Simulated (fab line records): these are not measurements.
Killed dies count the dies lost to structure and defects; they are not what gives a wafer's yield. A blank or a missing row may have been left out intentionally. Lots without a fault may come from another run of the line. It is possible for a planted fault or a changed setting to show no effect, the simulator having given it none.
A struck lot beside a sound one / flow n5-finfet / 17 steps out of a route of 1938
Sound: these wafers, L196.1, L196.4, L196.5. Wafers L203.1, L203.4, L203.6 were the ones struck. The cause comes at the end.
For every step that has rows: the tool of each side, followed by ch and its chambers, followed by its first start. Under that, the readings that differ: sound wafers / struck wafers / difference of the means / sigmas: that difference in standard deviations of wafers without a fault.
alike: a reading whose means differ by less than 2 such deviations, as well as words and numbers matching on both sides. not compared: withheld readings; readings where some wafer has no value; bounds like >300 that might hide an equal value; numbers whose values overlap and for which the record gives no deviation.
A row with sigmas, a row that says differs or no value, or rows on one side alone: a step with any of these is where the two part. When numbers do not overlap yet have no deviation, they are printed without sigmas and do not part them. A reading that every wafer of one side lacks parts them only if that side has two wafers or more.

N5_BEOL_M3_ANNEAL_82: time 240 s.
  struck on pvd-sputter-03, day 10 04:35; sound on pvd-sputter-02, day 8 12:09
  alike: heater-power-w
then, 2 steps without rows for these wafers: N5_BEOL_M3_SPUTTER_86 (material Cu, target thk 4.5 nm, time 8.29 s); N5_BEOL_M3_ANNEAL_87 (time 240 s).
N5_BEOL_M3_SPUTTER_88: material Cu, target thk 4.5 nm, time 8.29 s.
  struck on pvd-sputter-03, day 10 04:57; sound on pvd-sputter-02, day 8 12:31
  alike: throttle-valve-pct
then, 1 step without rows for these wafers: N5_BEOL_M3_ANNEAL_89 (time 240 s).
N5_BEOL_M3_SPUTTER_90: material Cu, target thk 4.5 nm, time 8.29 s.
  struck on pvd-sputter-03, day 10 05:12; sound on pvd-sputter-02, day 8 12:44
  alike: throttle-valve-pct
then, 2 steps without rows for these wafers: N5_BEOL_M3_ANNEAL_91 (time 240 s); N5_BEOL_M3_SPUTTER_92 (material Cu, target thk 4.5 nm, time 8.29 s).
N5_BEOL_M3_ANNEAL_93: time 240 s.
  struck on pvd-sputter-03, day 10 05:32; sound on pvd-sputter-02, day 8 13:02
  alike: heater-power-w
N5_BEOL_M3_SPUTTER_94: material Cu, target thk 4.5 nm, time 8.29 s.
  struck on pvd-sputter-03, day 10 05:41; sound on pvd-sputter-02, day 8 13:10
  alike: throttle-valve-pct
then, 2 steps without rows for these wafers: N5_BEOL_M3_ANNEAL_95 (time 240 s); N5_BEOL_M3_SPUTTER_96 (material Cu, target thk 4.5 nm, time 8.29 s).
N5_BEOL_M3_ECD_50: material Cu, target thk 300 nm.
  sound on ecd-cu-01 ch 1, day 8 13:31; struck on ecd-cu-02 ch 0,1, day 10 06:04
then, 1 step without rows for these wafers: N5_BEOL_M3_ANNEAL_51 (time 90 s).
N5_BEOL_M3_CMP_52: polishes, stops on SiOC, t overpolish 6.8 s, target thk 40 nm.
  sound on cmp-01 ch 0,2, day 8 13:58; struck on cmp-02 ch 0,2,3, day 10 06:27
reading=time-to-endpoint-s (s); sound=61.2 60.1 61.8; struck=1.3 2.2 1.8; difference=-59.3; sigmas=-22
  alike: motor-current-A
N5_BEOL_M4_RC_MEAS_101:
  the record has rows for the sound wafers here (prober-01 ch 0, day 9 06:11) and none for the struck ones
-- record jumps: 5 days separate the struck wafers' starts on either side; left off in module BEOL_M4, taken up again in module PASSIVATION, whose first shown step is the route's number 1936 --
N5_PASSIVATION_PROBE_49:
  struck on prober-02, day 15 17:40; sound on prober-02, day 13 21:19
reading=defect-limited-yield (%); sound=90.4 91.6 91.3; struck=0 0 0; difference=-91; sigmas=-57
reading=killed_at_M0_to_M3; sound=34 20 35; struck=1132 1125 1133; difference=+1100; sigmas=+99 or more
reading=killed-dies; sound=113 99 103; struck=1180 1180 1180; difference=+1075; sigmas=+60
reading=killed-on-rim; sound=14 15 10; struck=152 152 152; difference=+139; sigmas=+36
reading=killed-short; sound=42 40 45; struck=21 29 31; difference=-15; sigmas=-2
reading=sort_bin_5_function (%); sound=5.8 4.2 4.7; struck=97.8 96.7 97.2; difference=+92.3; sigmas=+92
reading=sort-n-pass; sound=1067 1081 1077; struck=0 0 0; difference=-1075; sigmas=-60
reading=sort-yield-pct (%); sound=90.4 91.6 91.3; struck=0 0 0; difference=-91; sigmas=-57
  alike: killed_at_M4_up, killed-at-contacts, killed-at-front-end, killed-at-other, killed-open, sort_bin_6_memory

## WHERE THEY PART
Last at N5_PASSIVATION_PROBE_49 as far as this record goes, first at N5_BEOL_M3_CMP_52.

WHY: what the simulator had put in
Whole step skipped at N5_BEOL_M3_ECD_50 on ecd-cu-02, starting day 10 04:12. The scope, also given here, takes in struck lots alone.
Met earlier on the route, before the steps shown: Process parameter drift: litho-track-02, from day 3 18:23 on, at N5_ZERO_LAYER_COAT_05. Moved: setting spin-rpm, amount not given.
